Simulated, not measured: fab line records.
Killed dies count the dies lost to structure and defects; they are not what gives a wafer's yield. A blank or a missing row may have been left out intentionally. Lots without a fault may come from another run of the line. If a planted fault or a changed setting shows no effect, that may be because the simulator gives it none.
Chamber matching -- flow nand_harc -- 3 sister chambers for NHARC_A_M1_DEP_33 on pecvd-03
The step deposits SiCN, target thk 30 nm. 22 wafers are shown with their chamber, then 11 later ones without.

## WAFERS WITH THEIR CHAMBER
wafer,chamber,heater_power_w (W)
L078.1,2,531
L078.3,0,488
L078.4,2,545
L079.1,0,473
L079.3,1,521
L079.4,0,479
L077.2,1,568
L077.3,0,511
L077.4,2,555
L083.1,1,583
L083.2,2,473
L083.6,2,484
L082.1,2,571
L082.2,0,448
L082.5,1,511
L081.1,0,516
L081.2,2,532
L081.6,0,513
L087.2,2,508
L087.4,2,506
L087.5,2,500
L090.3,0,517

SIGNATURES (means of the wafers above)
reading,chamber 0,chamber 1,chamber 2,scatter within a chamber
heater_power_w,493.12,545.75,520.50,30
Rule: a wafer's distance from a chamber is the root of the sum, over the readings, of the square of ((its reading less the chamber's mean) divided by the reading's scatter). If the next closest chamber is less than 2 further off than the closest, the wafer can't be placed; otherwise it belongs to the closest. The scatter: the root of (the sum of the squares of (reading less its chamber's mean) over the shown wafers, divided by (wafers less chambers)).

## WAFERS WHOSE CHAMBER IS MISSING
wafer,heater_power_w (W)
L090.5,521
L090.6,488
L091.1,440
L091.3,449
L091.4,520
L092.4,520
L092.5,511
L092.6,513
L095.1,522
L095.4,549
L095.6,522

## CHAMBER TAKEN BY EACH
wafer,from the rows above,in truth
L090.5,can't be placed: 2 or 1 or 0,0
L090.6,can't be placed: 0 or 2 or 1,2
L091.1,can't be placed: 0 or 2 or 1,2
L091.3,can't be placed: 0 or 2 or 1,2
L091.4,can't be placed: 2 or 1 or 0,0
L092.4,can't be placed: 2 or 1 or 0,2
L092.5,can't be placed: 2 or 0 or 1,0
L092.6,can't be placed: 2 or 0 or 1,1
L095.1,can't be placed: 2 or 1 or 0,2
L095.4,can't be placed: 1 or 2 or 0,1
L095.6,can't be placed: 2 or 1 or 0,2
Placed correctly: 0 of 11. Unplaceable from these rows: 11, with the true chamber sitting among the candidates in 11. Placed wrongly: 0.
